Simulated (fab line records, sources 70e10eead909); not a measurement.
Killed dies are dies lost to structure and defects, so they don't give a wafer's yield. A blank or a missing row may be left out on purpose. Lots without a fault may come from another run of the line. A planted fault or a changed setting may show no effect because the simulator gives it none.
Problem report in the 8D (eight disciplines) form, filled by code | flow nand_harc | the parts of the form that need people (team, actions taken, sign-off) are left out

1. THE PROBLEM
thk_nm at NHARC_A_ONON_D2_THK_MEAS_11 reads a mean of 435 nm on 2 wafers of 2 lots; wafers without a fault read 1002 nm with a standard deviation of 9.6. That is -59 standard deviations from the usual mean.
The step: measures by ellipsometry.
First seen on wafer L598.2, day 20 06:52, on film_metro-02. The record holds 41 wafers of 14 lots with a number at this step. Rule for "out", or "out of limits": more than 4 standard deviations from the usual mean. The other wafers with a number count as sound.

2. WHAT IT IS AND WHAT IT IS NOT
question                    | is                | is not
which readings at this step | thk_nm            | -
which lots                  | L598, L599        | L579, L580, L581, L582, L583, L584, L588, L589, L593, L597, L601, L602
which wafers of those lots  | L598.2, L599.6    | L598.4, L599.4, L599.5
read on which gauges        | film_metro-02     | film_metro-01
when                        | from day 20 06:52 | up to then (31 sound wafers); but 8 sound wafers of L599, L601, L602 came after

3. SUSPECTS, AND WHAT RULES EACH OUT
Counting: a tool at a process step up to the reading stays a suspect if it ran every lot that is out. Sound lots after the first of them don't rule it out here, since some wafers of a struck lot are sound.
- the gauge at NHARC_A_ONON_D2_THK_MEAS_11: kept. All the wafers that are out were read on film_metro-02, and no step on other tools shows them out.
- pecvd_onon-03 at NHARC_A_ONON_D2_DEP_09 (target thk 1000 nm): kept. It ran every lot that is out, first L598 (day 20 06:25); its last sound lot up to then is L589 (day 16 19:32).
Left after counting: pecvd_onon-03 at NHARC_A_ONON_D2_DEP_09, film_metro-02 at NHARC_A_ONON_D2_THK_MEAS_11.

4. THE CAUSE (what the simulator had put in)
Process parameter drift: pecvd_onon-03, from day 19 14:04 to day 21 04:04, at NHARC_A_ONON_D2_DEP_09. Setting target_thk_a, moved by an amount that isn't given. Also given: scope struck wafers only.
Counting left 2 suspects, and this tool is among them.

5. THE CHAIN OF EFFECTS, in route order
Each row: a reading whose mean over the struck wafers that have a number lies more than 3 standard deviations from the usual. Only readings for which the record gives a usual standard deviation are gone through. hours: the time from each lot's start at the first step in this table that gives one to its start at this step, as a median over the lots. sigmas: the change in usual standard deviations.
hours | step                        | reading | usual   | on struck wafers | change | sigmas
0     | NHARC_A_ONON_D2_THK_MEAS_11 | thk_nm  | 1002 nm | 435              | -567   | -59

6. WHAT WOULD HAVE CAUGHT IT SOONER
In this record the first reading out of limits at a measuring or inspecting step was taken at day 20 06:52, 17 hours after the fault began at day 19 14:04.
Of the lots that are out (2), L599 began NHARC_A_ONON_D2_DEP_09 on pecvd_onon-03 after day 20 06:52. A hold on the tool at that time would have spared it.
